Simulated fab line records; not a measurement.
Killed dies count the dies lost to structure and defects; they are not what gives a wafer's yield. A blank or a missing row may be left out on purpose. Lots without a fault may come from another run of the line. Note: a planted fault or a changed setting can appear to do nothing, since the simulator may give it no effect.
Problem report in the 8D (eight disciplines) form, filled by code || flow n5 finfet || the parts of the form that need people (team, actions taken, sign-off) are left out

1. WHAT WENT WRONG
At N5_MOL_CONTACT_COAG_ETCH_47, etch rf on time s averages 50.8 s over 6 wafers from 2 lots, while fault-free wafers read 31.4 s, standard deviation 0.59. That puts it +33 standard deviations away from the usual mean.
The step: etches SiNx in CH3F/O2, stops on W, target depth 27 nm.
Seen first at day 7 16:23 on rie diel-01, wafer L142.1. The record has a number at this step for 24 wafers belonging to 8 lots. The rule behind "out" and "out of limits": a value lying over 4 standard deviations away from the usual mean. The other wafers with a number count as sound.

2. WHAT THIS IS AND IS NOT
{"question": "which readings at this step", "is": "etch rf on time s, oes product au", "is not": "CH3F_flow_sccm, O2_flow_sccm, drypump motor current A, rf vpp V, showerhead plenum p Torr, throttle valve pct"}
{"question": "which lots", "is": "L142, L143", "is not": "L134, L135, L150, L152, L153, L155"}
{"question": "which wafers of those lots", "is": "all that have a number", "is not": "-"}
{"question": "read on which tools", "is": "rie diel-01", "is not": "rie diel-03"}
{"question": "when", "is": "from day 7 16:23", "is not": "up to then (3 sound wafers); but 15 sound wafers of L134, L150, L152, L153, L155 came after"}

3. WHAT RULES OUT EACH SUSPECT
Counting: a tool at any process step up to the reading remains a suspect when it ran all the lots that are out and ran no sound lot after the first of those.
- rie diel-01 at N5_MOL_CONTACT_COAG_ETCHBACK_135 (etches SiO2 in CHF3, target depth 25 nm, time 16.7 s): ruled out as a lasting fault. Following L142 (day 7 16:15), the first lot on it that is out, the sound lots L150, L134, L152, L153 were run on it.
- rie diel-01 at N5_MOL_CONTACT_COAG_VIA_ETCH_46 (etches SiO2 in C4F6/O2, target depth 46 nm, overetch 9.2 nm, time 40 s): ruled out as a lasting fault. Following L142 (day 7 16:17), the first lot on it that is out, the sound lots L150, L134, L152, L153 were run on it.
- rie diel-01 at N5_MOL_CONTACT_COAG_ETCH_47 (etches SiNx in CH3F/O2, stops on W, target depth 27 nm): ruled out as a lasting fault. Following L142 (day 7 16:23), the first lot on it that is out, the sound lots L150, L134, L152, L153 were run on it.
Left after counting: nothing in the record.

4. THE CAUSE (what the simulator had put in)
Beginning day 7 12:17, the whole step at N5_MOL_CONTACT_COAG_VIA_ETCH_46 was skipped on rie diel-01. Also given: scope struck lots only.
Counting ruled it out, wrongly.

5. THE CHAIN OF EFFECTS, in route order
Each row: a reading where the mean over the struck wafers with a number is more than 3 standard deviations away from the usual. Readings are gone through only where the record gives a usual standard deviation; hours: the median, over the lots, of the time from a lot's start at the first step in this table giving one to that lot's start at this step; sigmas: the change measured in usual standard deviations.
{"hours": 0, "step": "N5_MOL_CONTACT_COAG_ETCH_47", "reading": "etch rf on time s", "usual": "31.4 s", "on struck wafers": 50.8, "change": "+19.4", "sigmas": "+33"}
{"hours": 0, "step": "N5_MOL_CONTACT_COAG_ETCH_47", "reading": "oes product au", "usual": "0.69 a.u.", "on struck wafers": 0.30, "change": -0.39, "sigmas": -6.2}
{"hours": 1, "step": "N5_MOL_CONTACT_COAG_ETCH_124", "reading": "oes product au", "usual": "0.67 a.u.", "on struck wafers": 0.29, "change": -0.38, "sigmas": -6.4}
The process steps in it:
- N5_MOL_CONTACT_COAG_ETCH_47: etches SiNx in CH3F/O2, stops on W, target depth 27 nm.
- N5_MOL_CONTACT_COAG_ETCH_124: etches SiNx in CH3F/O2, stops on SiOC, target depth 6.5 nm.
Readings that are blank on the struck wafers while sound wafers have them: C4F6_flow_sccm at N5_MOL_CONTACT_COAG_VIA_ETCH_46; O2_flow_sccm at N5_MOL_CONTACT_COAG_VIA_ETCH_46; drypump motor current A at N5_MOL_CONTACT_COAG_VIA_ETCH_46; oes product au at N5_MOL_CONTACT_COAG_VIA_ETCH_46; rf vpp V at N5_MOL_CONTACT_COAG_VIA_ETCH_46; showerhead plenum p Torr at N5_MOL_CONTACT_COAG_VIA_ETCH_46; throttle valve pct at N5_MOL_CONTACT_COAG_VIA_ETCH_46; cd nm at N5_MOL_CONTACT_COAG_CD_MEAS_137.

6. WHAT WOULD HAVE CAUGHT IT SOONER
4 hours passed between the start of the fault at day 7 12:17 and the first reading out of limits in this record, taken at day 7 16:23.
At N5_MOL_CONTACT_COAG_VIA_ETCH_46 the tool's readings are blank on the struck wafers, where sound wafers have them: an empty tool record is the first sign, and it was there at once.
